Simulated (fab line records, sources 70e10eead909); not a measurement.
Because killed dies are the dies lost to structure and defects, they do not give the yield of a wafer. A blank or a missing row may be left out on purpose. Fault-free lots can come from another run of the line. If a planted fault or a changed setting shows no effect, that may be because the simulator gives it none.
fab line records    flow nandHarc
record lots=12  wafers=36  lastDay=25
route steps=1159 shown A_STAIRCASE@585 END@1159
lots that met no fault: taken from a fault-free run of the same line
startH: hours from the record's first day to the start of the lot's first wafer shown    waitH: hours elapsed since this lot's preceding step    " identical to the entry in the row above    L1.1+2: several wafers, shown together as one row    - no value, or no start given    * or withheld: withheld    < > ~ a bound
route shown NAME@n: a module of which the file shows steps, and the number in the route of the first    usual: average and standard deviation across the fault-free wafers    same: alike in all rows    chamber/n: place in a boat    sites: per-site readings    _std_site: the values' standard deviation    _edge_site: the outer-site mean with the inner-site mean subtracted    radiusMm: how far each site lies from the wafer's centre    mask NAME#n: copy n    behind: the last tool/chamber to shape the wafer    hold: why the lot went on hold/how many hours it stayed there/how the hold came to an end    device: names the non-switching transistor (n, p or np)    end of line: the tests these same wafers got at the end of their route    a step with no rows: only its recipe    killed: the dies lost at the first sort to structure and to defects; this is not the yield of the wafer    map: dies across one wafer; x = killed, . = not, _ = none there
set.NAME: the setting that was run; set.NAME@STEP: the one run at that earlier step    model.NAME: the simulator's own value behind a step, which no gauge read
route steps across a sampled set of lots; one table per step, one row per wafer
services: when a tool's chamber went out of use (startH, in hours from the record's first day, below 0 if earlier), for how many hours, and the reason
## steps
# step NHARC_A_STAIRCASE_TRIM_191
# recipe timeS=211.2  o2FlowSccm=500  arFlowSccm=0  biasW=0  chemistry=O2
# usual drypumpMotorCurrentA=5.7/0.46  oesProductAu=1.004/0.017  rfVppV=57.7/0.91  showerheadPlenumPTorr=3.52/0.17  throttleValvePct=17.038/0.0095
# same timeS=211.2
lot.wafer  tool        chamber  startH  waitH  drypumpMotorCurrentA  oesProductAu  rfHoursCounterH  rfVppV  showerheadPlenumPTorr  throttleValvePct
L219.2     rieDiel-11  1        -       -      5.2                   0.976         18               58.1    3.34                   17.036
L219.5     "           0        "       "      6.1                   0.999         -                59.0    3.58                   17.048
L219.4     "           1        "       "      5.2                   0.984         -                57.9    3.33                   17.037
L218.2     rieDiel-13  1        -       -      5.6                   0.987         57               57.2    3.44                   17.033
L218.4     "           2        "       "      5.4                   1.018         55               58.8    3.69                   17.034
L218.5     "           3        "       "      5.0                   1.003         -                58.3    3.34                   17.046
L220.2     rieDiel-13  1        -       -      5.6                   0.988         64               56.8    3.44                   17.041
L220.1     "           2        "       "      5.4                   1.033         61               59.3    3.69                   17.028
L220.5     "           1        "       "      5.6                   0.999         -                57.1    3.44                   17.034
L222.1     rieDiel-10  1        -       -      6.3                   1.015         38               57.2    3.27                   17.049
L222.3     "           3        "       "      6.0                   1.003         39               57.8    3.62                   17.049
L222.5     "           1        "       "      6.3                   1.001         -                57.2    3.27                   17.035
L226.3     rieDiel-11  3        -       -      5.9                   1.000         36               58.0    3.49                   17.041
L226.2     "           0        "       "      6.1                   0.999         38               57.2    3.56                   17.042
L226.5     "           1        "       "      5.2                   0.979         -                56.2    3.32                   17.034
L228.1     rieDiel-13  0        -       -      5.3                   1.023         5                58.3    3.81                   17.048
L228.3     "           1        "       "      5.6                   0.998         5                58.6    3.44                   17.037
L228.2     "           2        "       "      5.5                   0.991         6                57.8    3.68                   17.031
L233.1     rieDiel-13  2        -       -      5.5                   0.993         17               56.9    3.68                   17.038
L233.2     "           3        "       "      5.0                   1.021         17               57.5    3.33                   17.042
L233.5     "           0        "       "      5.3                   1.038         -                57.9    3.80                   17.032
L235.1     rieDiel-13  3        -       -      5.0                   1.014         22               56.9    3.32                   17.053
L235.2     "           0        "       "      5.2                   1.021         23               59.9    3.80                   17.046
L235.6     "           2        "       "      5.4                   0.983         -                59.3    3.67                   17.044
L238.2     rieDiel-10  2        -       -      5.6                   1.020         2                56.8    3.41                   17.041
L238.3     "           0        "       "      6.3                   1.007         3                58.2    3.71                   17.054
L238.4     "           1        "       "      6.3                   1.018         3                57.4    3.80                   17.041
L239.4     rieDiel-13  0        -       -      5.2                   1.025         36               58.7    3.79                   17.020
L239.2     "           1        "       "      5.6                   0.993         39               58.0    3.42                   17.054
L239.5     "           3        "       "      4.9                   1.028         -                57.3    3.32                   17.040
L240.1     rieDiel-13  2        -       -      5.4                   0.983         38               57.9    3.66                   17.036
L240.3     "           3        "       "      5.0                   1.016         36               55.9    3.32                   17.034
L240.4     "           0        "       "      5.2                   1.014         36               58.5    3.79                   17.029
L241.4     rieDiel-10  2        -       -      5.6                   1.023         11               56.1    3.40                   17.017
L241.3     "           3        "       "      6.0                   1.028         7                57.7    3.60                   17.046
L241.6     "           3        "       "      6.0                   1.032         -                57.6    3.60                   17.055
# step NHARC_A_STAIRCASE_TRIM_196
# recipe timeS=211.2  o2FlowSccm=500  arFlowSccm=0  biasW=0  chemistry=O2
# usual drypumpMotorCurrentA=5.8/0.45  oesProductAu=1.000/0.013  rfVppV=57.7/0.92  showerheadPlenumPTorr=3.51/0.15  throttleValvePct=17.035/0.01
# same timeS=211.2
lot.wafer  tool        chamber  startH  waitH  drypumpMotorCurrentA  oesProductAu  rfHoursCounterH  rfVppV  showerheadPlenumPTorr  throttleValvePct
L219.2     rieDiel-10  1        237.95  0.1    6.3                   1.001         27               57.0    3.28                   17.042
L219.5     "           3        "       "      6.0                   0.997         -                58.1    3.63                   17.032
L219.4     "           1        "       "      6.3                   1.000         -                56.3    3.28                   17.038
L218.2     rieDiel-11  3        239.60  0.1    5.9                   1.010         19               59.1    3.49                   17.033
L218.5     "           3        "       "      5.9                   1.010         -                56.6    3.49                   17.037
L218.4     "           0        "       "      6.1                   1.000         -                58.2    3.57                   17.028
L220.2     rieDiel-11  2        258.94  0.1    6.5                   0.983         2                55.8    3.58                   17.040
L220.1     "           0        "       "      6.1                   0.986         28               57.7    3.57                   17.050
L220.5     "           3        "       "      5.9                   0.998         -                56.9    3.49                   17.045
L222.1     rieDiel-10  3        263.67  0.1    6.0                   0.995         39               57.2    3.62                   17.022
L222.3     "           2        "       "      5.6                   1.017         36               58.6    3.43                   17.046
L222.5     "           2        "       "      5.6                   1.018         -                58.3    3.43                   17.058
L226.3     rieDiel-10  3        286.75  0.1    6.0                   0.994         47               58.1    3.61                   17.037
L226.2     "           2        "       "      5.6                   0.997         45               56.9    3.42                   17.033
L226.5     "           0        "       "      6.3                   1.011         -                59.2    3.73                   17.035
L228.3     rieDiel-10  2        298.27  0.1    5.6                   1.009         51               57.1    3.42                   17.025
L228.2     "           3        "       "      6.0                   0.996         53               57.1    3.61                   17.048
L228.1     "           0        "       "      6.3                   1.010         19               57.6    3.72                   17.026
L233.1     rieDiel-13  2        331.40  0.1    5.5                   0.993         17               57.7    3.68                   17.055
L233.2     "           0        "       "      5.2                   1.026         17               58.6    3.80                   17.028
L233.5     "           2        "       "      5.4                   1.002         -                58.4    3.68                   17.045
L235.1     rieDiel-13  1        345.61  0.1    5.6                   1.006         23               59.5    3.43                   17.028
L235.2     "           0        "       "      5.2                   1.019         23               58.0    3.79                   17.026
L235.6     "           1        "       "      5.6                   0.978         -                58.1    3.43                   17.046
L238.3     rieDiel-10  1        373.71  0.1    6.3                   0.990         3                57.1    3.80                   17.037
L238.2     "           2        "       "      5.6                   0.989         2                57.8    3.41                   17.028
L238.4     "           2        "       "      5.6                   1.002         -                58.7    3.41                   17.040
L239.4     rieDiel-11  3        381.64  0.1    5.9                   0.998         3                57.8    3.47                   17.026
L239.2     "           1        "       "      5.2                   1.016         2                57.1    3.31                   17.057
L239.5     "           2        "       "      6.5                   1.003         -                56.7    3.55                   17.042
L240.3     rieDiel-13  2        381.68  0.1    5.5                   0.981         39               57.1    3.66                   17.030
L240.1     "           0        "       "      5.2                   1.017         37               58.1    3.79                   17.023
L240.4     "           1        "       "      5.6                   1.004         40               56.7    3.42                   17.032
L241.4     rieDiel-10  3        393.66  0.1    5.9                   1.014         8                58.8    3.60                   17.021
L241.3     "           0        "       "      6.3                   1.002         12               58.7    3.71                   17.035
L241.6     "           1        "       "      6.3                   1.002         -                58.1    3.80                   17.062
# step NHARC_A_STAIRCASE_ETCH_201
# recipe targetDepthA=1000  timeS=40.5  ionEnergyEv=400  c4f8FlowSccm=20  o2FlowSccm=10  arFlowSccm=withheld  rfW=600  biasW=1000  chemistry=C4F8/O2
# usual oesProductAu=0.940/0.012  rfVppV=895/5.9  runLengthS=61.9/0.46
# same timeS=40.5
lot.wafer  tool        chamber  startH  waitH  oesProductAu  rfHoursCounterH  rfVppV  runLengthS
L219.2     rieDiel-10  3        -       -      0.926         28               900     61.7
L219.4     "           1        "       "      0.936         -                886     61.7
L219.5     "           2        "       "      0.949         -                893     61.7
L218.2     rieDiel-11  0        -       -      0.951         20               898     62.7
L218.5     "           0        "       "      0.942         -                898     62.0
L218.4     "           1        "       "      0.929         -                887     62.6
L220.1     rieDiel-11  2        -       -      0.939         3                898     61.4
L220.2     "           0        "       "      0.931         28               898     62.4
L220.5     "           2        "       "      0.924         -                899     61.4
L222.1     rieDiel-10  3        -       -      0.959         39               900     61.6
L222.3     "           0        "       "      0.944         6                904     61.2
L222.5     "           2        "       "      0.954         -                893     61.7
L226.3     rieDiel-10  3        -       -      0.939         48               899     61.5
L226.2     "           1        "       "      0.929         49               886     61.9
L226.5     "           0        "       "      0.941         -                904     61.8
L228.1     rieDiel-10  3        -       -      0.942         55               898     61.7
L228.2     "           0        "       "      0.932         21               902     61.3
L228.3     "           1        "       "      0.940         54               885     62.1
L233.1     rieDiel-13  2        -       -      0.917         17               901     62.6
L233.2     "           0        "       "      0.951         18               906     62.2
L233.5     "           3        "       "      0.940         -                889     62.2
L235.1     rieDiel-13  1        -       -      0.923         23               892     61.7
L235.2     "           2        "       "      0.920         22               900     62.0
L235.6     "           1        "       "      0.918         -                891     62.1
L238.2     rieDiel-10  2        -       -      0.933         3                892     61.5
L238.3     "           0        "       "      0.918         4                902     61.2
L238.4     "           1        "       "      0.927         -                906     62.0
L239.2     rieDiel-11  1        -       -      0.941         2                887     62.5
L239.4     "           3        "       "      0.925         3                893     62.0
L239.5     "           2        "       "      0.943         -                898     61.3
L240.4     rieDiel-13  3        -       -      0.938         37               887     62.3
L240.3     "           0        "       "      0.957         37               906     62.2
L240.1     "           1        "       "      0.931         40               891     61.7
L241.4     rieDiel-10  3        -       -      0.950         8                900     61.4
L241.3     "           1        "       "      0.943         12               906     62.2
L241.6     "           2        "       "      0.952         -                891     62.3
# step NHARC_A_STAIRCASE_ETCH_203
# recipe targetDepthA=1000  timeS=40.5  ionEnergyEv=400  c4f8FlowSccm=20  o2FlowSccm=10  arFlowSccm=withheld  rfW=600  biasW=1000  chemistry=C4F8/O2
# usual oesProductAu=0.940/0.015  rfVppV=895/5.8  runLengthS=61.9/0.47
lot.wafer  tool        chamber  startH  waitH  oesProductAu  rfHoursCounterH  rfVppV  runLengthS
L219.2     rieDiel-10  3        239.18  -      0.927         28               898     61.6
L219.4     "           3        "       "      0.931         -                899     61.4
L219.5     "           1        "       "      0.940         -                887     62.1
L218.2     rieDiel-11  0        240.85  -      0.939         20               897     61.9
L218.5     "           1        "       "      0.905         -                888     62.6
L218.4     "           0        "       "      0.929         -                897     62.4
L220.1     rieDiel-11  2        259.93  -      0.952         3                897     61.4
L220.2     "           3        "       "      0.978         27               895     61.5
L220.5     "           1        "       "      0.918         -                889     62.4
L222.3     rieDiel-10  2        264.64  -      0.950         36               892     61.4
L222.1     "           0        "       "      0.934         6                900     61.4
L222.5     "           2        "       "      0.957         -                892     61.4
L226.3     rieDiel-10  1        287.69  -      0.927         49               886     74.7
L226.2     "           2        "       "      0.935         45               892     73.8
L226.5     "           1        "       "      0.933         -                887     74.3
L228.2     rieDiel-10  2        300.72  -      0.942         52               892     73.8
L228.3     "           3        "       "      0.942         56               898     74.1
L228.1     "           1        "       "      0.943         54               885     74.6
L233.1     rieDiel-13  2        332.43  -      0.949         17               901     62.0
L233.2     "           3        "       "      0.966         18               888     62.6
L233.5     "           2        "       "      0.944         -                901     62.1
L235.2     rieDiel-13  1        348.07  -      0.936         25               892     61.6
L235.1     "           2        "       "      0.945         24               900     62.3
L235.6     "           0        "       "      0.943         -                907     62.1
L238.2     rieDiel-10  0        375.34  -      0.932         4                903     61.2
L238.3     "           1        "       "      0.933         4                906     61.7
L238.4     "           1        "       "      0.939         -                905     62.3
L239.2     rieDiel-11  0        382.58  -      0.934         2                897     62.2
L239.4     "           2        "       "      0.942         4                896     61.4
L239.5     "           3        "       "      0.936         -                895     61.6
L240.4     rieDiel-13  2        383.14  -      0.916         40               901     62.5
L240.1     "           3        "       "      0.948         37               888     62.0
L240.3     "           1        "       "      0.912         40               892     61.8
L241.3     rieDiel-10  2        394.59  -      0.941         12               891     61.4
L241.4     "           1        "       "      0.916         12               906     61.9
L241.6     "           3        "       "      0.952         -                900     61.5
# step NHARC_END_SORT_01
# recipe tempC=25
# usual killedAtArray=27/10  killedAtOther=0.6/0.83  killedAtPeriphery=2.4/1.8  killedDies=30/10  killedOpen=3.3/1.7  killedShort=1.8/1.4
# same grossDies=677
lot.wafer  tool       chamber  startH  waitH  hold                   killedAtArray  killedAtOther  killedAtPeriphery  killedDies  killedOpen  killedShort
L226.2     prober-02  0        486.49  2.8    awaitDispo/2.4h/scrap  672            1              4                  677         3           4
L226.3     prober-02  0        487.29  3.1    awaitDispo/2.4h/scrap  673            1              1                  675         2           5
L226.5     prober-02  0        488.89  3.7    awaitDispo/2.4h/scrap  675            0              1                  676         4           1
L228.1     prober-02  0        501.30  2.5    awaitDispo/4.1h/scrap  668            0              5                  673         5           2
L228.2     prober-02  0        502.10  2.8    awaitDispo/4.1h/scrap  676            0              1                  677         4           3
L228.3     prober-02  0        502.91  3.1    awaitDispo/4.1h/scrap  675            0              2                  677         6           5
L233.1     prober-02  0        522.14  2.5    -                      26             0              4                  30          3           2
L233.2     prober-02  0        522.94  2.8    -                      29             0              3                  32          3           2
L233.5     prober-02  0        525.36  3.7    -                      26             0              3                  29          1           2
L235.1     prober-01  0        543.94  2.5    -                      20             0              1                  21          2           0
L235.2     prober-01  0        544.74  2.8    -                      16             2              2                  20          5           1
L235.6     prober-01  0        547.94  4.0    -                      21             1              3                  25          3           4
L240.1     prober-02  0        570.79  2.5    -                      46             1              7                  54          7           2
L240.3     prober-02  0        572.36  3.1    -                      46             0              6                  52          1           5
L240.4     prober-02  0        573.15  3.4    -                      32             0              7                  39          2           0
L238.2     prober-01  0        571.61  2.8    -                      17             4              2                  23          8           2
L238.3     prober-01  0        572.40  3.1    -                      20             2              3                  25          4           1
L238.4     prober-01  0        573.19  3.4    -                      19             0              3                  22          6           1
L239.2     prober-02  0        579.34  2.8    -                      22             1              7                  30          6           1
L239.4     prober-02  0        580.94  3.4    -                      16             1              12                 29          3           1
L239.5     prober-02  0        581.73  3.7    -                      25             2              3                  30          3           2
L241.3     prober-02  0        587.94  3.1    -                      34             1              1                  36          5           0
L241.4     prober-02  0        588.73  3.4    -                      27             1              1                  29          3           2
L241.6     prober-02  0        590.32  4.0    -                      30             2              4                  36          2           1
# killed by level:class
L226.2 A_STAIRCASE:areaEtch=660 A_M0:geometricParticle:short=2 P_ZERO_WELL:chamberFilmFlake=2 A_CHANNEL_HOLE_D1:chamberFilmFlake=2 A_CONTACT:chamberFilmFlake=2 P_CONTACT:geometricParticle:open=1 P_M1:geometricParticle:open=1 A_CHANNEL_HOLE_D1:geometricParticle:short=1
L226.3 A_STAIRCASE:areaEtch=654 A_CONTACT:chamberFilmFlake=4 A_CHANNEL_HOLE_D1:chamberFilmFlake=3 A_CHANNEL_FILL_D1:chamberFilmFlake=3 A_STAIRCASE:chamberFilmFlake=3 A_ONON_D1:geometricParticle:short=2 P_M1:geometricParticle:short=1 A_CHANNEL_HOLE_D1:geometricParticle:open=1
L226.5 A_STAIRCASE:areaEtch=666 A_CHANNEL_HOLE_D1:chamberFilmFlake=3 A_CONTACT:geometricParticle:open=2 P_M0:geometricParticle:open=1 A_ONON_D1:geometricParticle:short=1 A_ONON_D1:geometricParticle:open=1 A_STAIRCASE:chamberFilmFlake=1 A_CONTACT:chamberFilmFlake=1
L228.1 A_STAIRCASE:areaEtch=638 A_CHANNEL_HOLE_D1:chamberFilmFlake=14 A_CONTACT:chamberFilmFlake=9 P_M1:geometricParticle:open=2 P_GATE:chamberFilmFlake=2 A_WL_FILL:chamberFilmFlake=2 P_M0:geometricParticle:open=1 A_ONON_D1:geometricParticle:short=1
L228.2 A_STAIRCASE:areaEtch=646 A_CHANNEL_HOLE_D1:chamberFilmFlake=17 A_STAIRCASE:chamberFilmFlake=2 A_CONTACT:chamberFilmFlake=2 A_ONON_D1:geometricParticle:short=1 A_CHANNEL_HOLE_D1:geometricParticle:open=1 A_CHANNEL_HOLE_D1:geometricParticle:short=1 A_CHANNEL_FILL_D1:geometricParticle:open=1
L228.3 A_STAIRCASE:areaEtch=638 A_CHANNEL_HOLE_D1:chamberFilmFlake=19 A_CONTACT:geometricParticle:open=5 A_CONTACT:chamberFilmFlake=5 A_ONON_D1:geometricParticle:short=2 A_CHANNEL_FILL_D1:chamberFilmFlake=2 P_CONTACT:geometricParticle:short=1 P_CONTACT:geometricParticle:open=1
L233.1 A_CHANNEL_HOLE_D1:chamberFilmFlake=22 A_M0:geometricParticle:open=2 P_STI:geometricParticle:short=1 P_M0:geometricParticle:short=1 P_M1:geometricParticle:open=1 P_STI:chamberFilmFlake=1 A_CONTACT:chamberFilmFlake=1 A_M1:chamberFilmFlake=1
L233.2 A_CHANNEL_HOLE_D1:chamberFilmFlake=21 A_SLIT:chamberFilmFlake=2 A_CONTACT:chamberFilmFlake=2 P_GATE:geometricParticle:open=1 P_M0:geometricParticle:short=1 A_SOURCE_PLATE:geometricParticle:open=1 A_SGD_CUT:geometricParticle:short=1 A_CONTACT:geometricParticle:open=1
L233.5 A_CHANNEL_HOLE_D1:chamberFilmFlake=20 A_STAIRCASE:chamberFilmFlake=2 A_CONTACT:chamberFilmFlake=2 P_M1:geometricParticle:open=1 A_CHANNEL_FILL_D1:geometricParticle:short=1 A_SGD_CUT:geometricParticle:short=1 P_STI:chamberFilmFlake=1 P_GATE:chamberFilmFlake=1
L235.1 A_CHANNEL_HOLE_D1:chamberFilmFlake=9 A_STAIRCASE:chamberFilmFlake=4 A_BLC:chamberFilmFlake=4 P_M1:geometricParticle:open=1 A_CONTACT:geometricParticle:open=1 A_CHANNEL_FILL_D1:chamberFilmFlake=1 A_CONTACT:chamberFilmFlake=1
L235.2 A_CHANNEL_HOLE_D1:chamberFilmFlake=3 A_STAIRCASE:chamberFilmFlake=3 A_CONTACT:chamberFilmFlake=3 A_BLC:chamberFilmFlake=2 THIN_TSV:chamberFilmFlake=2 P_CONTACT:geometricParticle:open=1 A_SOURCE_PLATE:geometricParticle:open=1 A_CHANNEL_HOLE_D1:geometricParticle:open=1
L235.6 A_CHANNEL_HOLE_D1:chamberFilmFlake=6 A_BLC:chamberFilmFlake=5 A_STAIRCASE:chamberFilmFlake=4 A_CHANNEL_HOLE_D1:geometricParticle:short=2 P_M0:geometricParticle:open=1 A_ONON_D1:geometricParticle:short=1 A_CHANNEL_FILL_D1:geometricParticle:short=1 A_CONTACT:geometricParticle:open=1
L240.1 A_SLIT:chamberFilmFlake=17 A_CONTACT:chamberFilmFlake=8 A_CHANNEL_HOLE_D1:chamberFilmFlake=5 A_SGD_CUT:chamberFilmFlake=5 P_M2:chamberFilmFlake=3 A_STAIRCASE:chamberFilmFlake=3 A_ONON_D1:geometricParticle:open=2 A_M0:geometricParticle:open=2
L238.2 A_CHANNEL_HOLE_D1:chamberFilmFlake=4 THIN_TSV:chamberFilmFlake=4 A_CONTACT:geometricParticle:open=2 A_STAIRCASE:chamberFilmFlake=2 P_GATE:geometricParticle:open=1 A_SOURCE_PLATE:geometricParticle:open=1 A_CHANNEL_HOLE_D1:geometricParticle:open=1 A_CHANNEL_FILL_D1:geometricParticle:open=1
L240.3 A_SLIT:chamberFilmFlake=20 A_CHANNEL_HOLE_D1:chamberFilmFlake=5 A_SGD_CUT:chamberFilmFlake=5 A_CONTACT:chamberFilmFlake=5 P_M2:chamberFilmFlake=3 A_CHANNEL_FILL_D1:geometricParticle:short=2 P_ZERO_WELL:chamberFilmFlake=2 A_STAIRCASE:chamberFilmFlake=2
L238.3 A_CHANNEL_HOLE_D1:chamberFilmFlake=9 A_CONTACT:chamberFilmFlake=6 P_GATE:chamberFilmFlake=2 P_CONTACT:geometricParticle:open=1 A_CHANNEL_FILL_D1:geometricParticle:short=1 A_CONTACT:geometricParticle:open=1 A_M0:geometricParticle:open=1 STARTING-WAFER:geometricParticle:open=1
L240.4 A_SLIT:chamberFilmFlake=14 A_CHANNEL_HOLE_D1:chamberFilmFlake=7 A_CONTACT:chamberFilmFlake=7 P_M2:chamberFilmFlake=3 P_GATE:chamberFilmFlake=2 A_SGD_CUT:chamberFilmFlake=2 P_BONDPAD:geometricParticle:open=1 A_CONTACT:geometricParticle:open=1
L238.4 A_CHANNEL_HOLE_D1:chamberFilmFlake=9 A_STAIRCASE:chamberFilmFlake=3 A_CONTACT:geometricParticle:open=2 A_CONTACT:chamberFilmFlake=2 P_GATE:geometricParticle:open=1 P_CONTACT:geometricParticle:open=1 A_ONON_D1:geometricParticle:open=1 A_WL_FILL:geometricParticle:short=1
L239.2 A_CHANNEL_HOLE_D1:chamberFilmFlake=7 P_M2:chamberFilmFlake=5 A_SGD_CUT:chamberFilmFlake=4 A_CONTACT:chamberFilmFlake=3 A_CONTACT:geometricParticle:open=2 A_SOURCE_PLATE:geometricParticle:open=1 A_CHANNEL_FILL_D1:geometricParticle:open=1 A_CHANNEL_FILL_D1:geometricParticle:short=1
L239.4 A_CHANNEL_HOLE_D1:chamberFilmFlake=8 P_M2:chamberFilmFlake=7 P_GATE:chamberFilmFlake=3 A_CONTACT:chamberFilmFlake=3 P_GATE:geometricParticle:open=1 A_WL_FILL:geometricParticle:short=1 A_CONTACT:geometricParticle:open=1 A_M0:geometricParticle:open=1
L239.5 A_CHANNEL_HOLE_D1:chamberFilmFlake=10 A_CONTACT:chamberFilmFlake=5 A_SGD_CUT:chamberFilmFlake=4 P_M2:chamberFilmFlake=3 A_M0:geometricParticle:open=2 THIN_TSV:chamberFilmFlake=2 A_CHANNEL_FILL_D1:geometricParticle:short=1 A_CONTACT:geometricParticle:open=1
L241.3 A_SLIT:chamberFilmFlake=23 A_CONTACT:geometricParticle:open=4 A_CONTACT:chamberFilmFlake=3 A_ZERO_WELL:chamberFilmFlake=2 A_CHANNEL_FILL_D1:geometricParticle:open=1 P_GATE:chamberFilmFlake=1 A_CHANNEL_HOLE_D1:chamberFilmFlake=1 THIN_TSV:chamberFilmFlake=1
L241.4 A_SLIT:chamberFilmFlake=18 A_CHANNEL_FILL_D1:geometricParticle:short=2 A_CONTACT:chamberFilmFlake=2 A_CHANNEL_FILL_D1:geometricParticle:open=1 A_CONTACT:geometricParticle:open=1 A_M0:geometricParticle:open=1 P_STI:chamberFilmFlake=1 A_ZERO_WELL:chamberFilmFlake=1
L241.6 A_SLIT:chamberFilmFlake=23 P_STI:chamberFilmFlake=3 A_ZERO_WELL:chamberFilmFlake=2 A_CONTACT:chamberFilmFlake=2 THIN_TSV:chamberFilmFlake=2 P_GATE:geometricParticle:short=1 A_ONON_D1:geometricParticle:open=1 A_CONTACT:geometricParticle:open=1
## services
tool        chamber  startH  hours  kind
rieDiel-13  3        214.06  10.1   repair
rieDiel-10  0        237.56  -      clean
rieDiel-10  1        237.56  -      clean
rieDiel-10  2        237.56  -      clean
rieDiel-10  3        237.56  -      clean
rieDiel-11  -        237.80  0.4    repair
rieDiel-10  0        262.06  -      clean
rieDiel-10  1        262.06  -      clean
rieDiel-10  2        262.06  -      clean
rieDiel-10  3        262.06  -      clean
rieDiel-13  -        276.00  9.0    pm
rieDiel-10  0        286.58  -      clean
rieDiel-10  1        286.58  -      clean
rieDiel-10  2        286.58  -      clean
rieDiel-10  3        286.58  -      clean
rieDiel-10  0        311.08  -      clean
rieDiel-10  1        311.08  -      clean
rieDiel-10  2        311.08  -      clean
rieDiel-10  3        311.08  -      clean
rieDiel-10  1        334.18  -      consumableReplace:showerhead
rieDiel-10  2        344.04  9.2    repair
rieDiel-10  -        353.50  9.0    pm
rieDiel-11  -        366.65  9.0    pm
rieDiel-10  3        373.61  6.9    repair
## key
firstSign step=NHARC_A_STAIRCASE_ETCH_203  reading=runLengthS  direction=up  sigmas=26  usual=*  struck=*
effect step=NHARC_END_SORT_01  reading=killedAtArray  direction=up  sigmas=63  usual=27  struck=673
moreKillsBornAt NHARC_A_STAIRCASE_ETCH_203@rieDiel-10=3902
metAt NHARC_A_STAIRCASE_ETCH_203
struckLots L226,L228
laterRowsLeftOut L226.2,L226.3,L226.5,L228.1,L228.2,L228.3
testerLeftOut L226,L228
notActingAt NHARC_A_STAIRCASE_TRIM_191,NHARC_A_STAIRCASE_TRIM_196,NHARC_A_STAIRCASE_ETCH_201
onsetBetween 264.64 287.69
fault kind=processParameterDrift  tool=rieDiel-10  chamber=-  onsetH=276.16  steps=NHARC_A_STAIRCASE_ETCH_203  channel=timeS  offset=*  shape=step  endH=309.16  actsIn=*  stated=*
# testerLeftOut: of these lots the tester's yield and bins aren't shown, on N5 and GAA mostly nor the transistor test; their killed dies are dies lost to structure and defects alone, not to doping, threshold or leakage, so they don't give the yield
# laterRowsLeftOut: the simulator's readings of these wafers behind a module that went badly wrong aren't trusted and aren't shown, but for the sort
